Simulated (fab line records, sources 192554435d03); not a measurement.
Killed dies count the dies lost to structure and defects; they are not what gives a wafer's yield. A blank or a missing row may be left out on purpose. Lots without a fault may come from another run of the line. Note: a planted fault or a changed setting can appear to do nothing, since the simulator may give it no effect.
2 desks, one fault + flow n5-finfet + each desk has only its own numbers; what lay behind them comes last

FROM THE METROLOGY DESK
What the gauges read for every lot (on any tool): the sampled wafers with a number, averaged. If a lot's mean is further than 4 standard deviations from the usual mean, the lot is out of limits and carries the mark OUT (the distance appears in the brackets). Readings shown: 7 of its 11, picked as those furthest out on some lot.
Columns: A = M3_RS at N5_BEOL_M3_RS_MEAS_58, usual 0.661 ohm/sq; B = DIBL_N at N5_BEOL_M4_RC_MEAS_101, usual 36.3 mV/V; C = DIBL_P at N5_BEOL_M4_RC_MEAS_101, usual 36.7 mV/V; D = IOFF_N at N5_BEOL_M4_RC_MEAS_101, usual 0.164 nA/um; E = ION_N at N5_BEOL_M4_RC_MEAS_101, usual 673 uA/um; F = ION_P at N5_BEOL_M4_RC_MEAS_101, usual 461 uA/um; G = VT_N at N5_BEOL_M4_RC_MEAS_101, usual 249.4 mV
| lot  | first seen here | A     | B    | C    | D     | E   | F   | G     |
|------|-----------------|-------|------|------|-------|-----|-----|-------|
| L528 | day 7 02:01     | 0.674 | 36.1 | 35.3 | 0.157 | 661 | 453 | 249.7 |
| L529 | day 7 18:17     | 0.621 | 36.7 | 35.1 | 0.160 | 668 | 462 | 250.3 |
| L531 | day 7 22:20     | 0.650 | 35.7 | 36.3 | 0.158 | 675 | 458 | 249.5 |
| L532 | day 8 09:48     | 0.674 | 36.3 | 36.5 | 0.155 | 664 | 452 | 252.5 |
| L537 | day 10 06:29    | 0.674 | 36.5 | 37.9 | 0.166 | 681 | 467 | 248.1 |
| L540 | day 10 14:15    | 0.670 | 37.1 | 35.7 | 0.158 | 666 | 453 | 250.0 |
| L544 | day 11 19:17    | 0.673 | 35.1 | 35.0 | 0.143 | 670 | 462 | 250.4 |
| L547 | day 12 10:16    | 0.652 | 35.5 | 35.5 | 0.168 | 683 | 462 | 249.1 |
| L550 | day 13 01:53    | 0.689 | 38.4 | 38.5 | 0.189 | 682 | 465 | 248.2 |
This desk's verdict: no lot among the 9 shows anything out of limits.

TOOL OWNER'S DESK, litho-track-01
The tool's own readings at N5_BEOL_M4_COAT_68 (time 60 s, resist thk 12 nm): means of the sampled wafers that have a number, for each lot that ran on this tool. If a lot's mean is further than 4 standard deviations from the usual mean, the lot is out of limits and carries the mark OUT (the distance appears in the brackets).
Columns: A = chill-plate-temp-C at N5_BEOL_M4_COAT_68, usual 22.97 C; B = spin-speed-rpm at N5_BEOL_M4_COAT_68, usual 1500.0 rpm
| lot  | first seen here | A     | B                |
|------|-----------------|-------|------------------|
| L528 | day 7 03:35     | 22.89 | 1499.7           |
| L532 | day 8 11:13     | 23.13 | 1501.1           |
| L537 | day 10 09:26    | 23.04 | 1546.7 (+47) OUT |
| L540 | day 10 17:33    | 22.91 | 1547.8 (+48) OUT |
This desk's verdict: out of limits on L537, L540, starting with L537 at day 10 09:26 (spin-speed-rpm at N5_BEOL_M4_COAT_68). L528, L532: within limits.

BROUGHT TOGETHER
The tool owner's desk had the chance to raise an alarm at day 10 09:26 on L537, L540.
Metrology desk: nothing out of limits seen.
The metrology desk has L537, L540 on record, within its limits.
On litho-track-01, each named lot ran N5_BEOL_M4_COAT_68.

WHAT WAS PUT IN BY THE SIMULATOR
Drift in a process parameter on litho-track-01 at N5_BEOL_M4_COAT_68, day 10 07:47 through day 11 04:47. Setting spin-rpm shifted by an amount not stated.
Lots struck among those shown: L537, L540.
Delay in hours, fault start to first out-of-limits reading, by desk: the tool owner's desk at 2.
